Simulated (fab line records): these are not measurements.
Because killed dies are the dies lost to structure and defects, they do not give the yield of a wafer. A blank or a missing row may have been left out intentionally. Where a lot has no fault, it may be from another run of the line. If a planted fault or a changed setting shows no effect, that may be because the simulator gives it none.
A struck lot beside a sound one ; flow n5_finfet ; 14 out of 1938 route steps
Sound: wafers L388.2, L388.3, L388.6. Wafers struck: L400.1, L400.2, L400.5. The cause is given at the end.
For every step that has rows: the tool of each side, followed by ch and its chambers, followed by its first start. Under that, the readings that differ: sound wafers ; struck wafers ; difference of the means ; sigmas: that difference in standard deviations of wafers without a fault.
alike: words and numbers the same on both sides, and readings whose means are apart by under 2 such deviations; not compared: readings that were withheld, readings missing a value for some wafer, numbers with overlapping values and no deviation given by the record, and bounds like >300 which may hide the same value.
Wherever a step has rows on one side only, a row that says differs or no value, or a row with sigmas, the two part there. Numbers that don't overlap but have no deviation are shown without sigmas and don't part them. Lack of a reading on every wafer of one side parts them only where that side has two or more wafers.

N5_MOL_CONTACT_COAG_CMP_28: polishes, stops on SiNx, t overpolish 0.85 s, target thk 14.522 nm.
  sound on cmp-04 ch 0,2,3, day 5 20:39; struck on cmp-01 ch 0,1,2, day 8 19:03
  alike: motor_current_A, time_to_endpoint_s
  not compared: pad_life_wafers
N5_MOL_CONTACT_COAG_THK_MEAS_29:
  sound: film_metro-02 at day 5 20:57; struck: film_metro-01 at day 8 19:20
  alike: MD_CAP_THK
N5_MOL_CONTACT_COAG_ALD_123: deposits SiNx, target thk 5 nm, pulse time 1 s, purge time 2 s.
  sound on ald_sin-01 ch 0,3, day 5 21:05; struck on ald_sin-01 ch 0,2, day 8 19:57
  alike: heater_power_w, precursor_pulse_height_rel
then, 9 steps without rows for these wafers: N5_MOL_CONTACT_COAG_PECVD_31 (deposits SiO2 from TEOS/O2, target thk 46 nm, time 8.9 s); N5_MOL_CONTACT_COAG_COAT_75 (time 60 s, resist thk 60 nm); N5_MOL_CONTACT_COAG_COAT_76 (time 60 s, resist thk 10 nm); N5_MOL_CONTACT_COAG_COAT_77 (time 60 s, resist thk 10 nm); N5_MOL_CONTACT_COAG_COAT_78 (resist thk 40 nm); N5_MOL_CONTACT_COAG_EBR_80; N5_MOL_CONTACT_COAG_SOFTBAKE_79 (time 60 s); N5_MOL_CONTACT_COAG_EXPOSE_81 (exposes mask VG, defocus 0 nm); N5_MOL_CONTACT_COAG_PEB_82 (peb time 60 s).
N5_MOL_CONTACT_COAG_DEVELOP_83: develop time 30 s.
  sound on litho_track-05 ch 0, day 5 21:52; struck on litho_track-01, day 8 20:52
  no value came back on the struck wafers for chill_plate_temp_C (C), develop_time_s (s); on the sound wafers chill_plate_temp_C (C) reads 22.99 23.05 23.04
  not compared: model.CAR-EUV_of_MOL_CONTACT_COAG_COAT_78.thk_nm
N5_MOL_CONTACT_COAG_CD_MEAS_84: the cd target is 25.1 nm.
  sound on cd_sem-01 ch 0, day 5 21:56; struck on cd_sem-02 ch 0, day 8 20:55
reading;sound;struck;difference;sigmas
cd_nm (nm);25.01 24.75 24.90;- - -;no value on the struck wafers;

== WHERE THEY PART ==
Last at N5_MOL_CONTACT_COAG_CD_MEAS_84 as far as this record goes, first at N5_MOL_CONTACT_COAG_DEVELOP_83.

WHY: what the simulator had put in
Beginning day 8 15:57, the whole step at N5_MOL_CONTACT_COAG_DEVELOP_83 was skipped on litho_track-01. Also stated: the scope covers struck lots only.
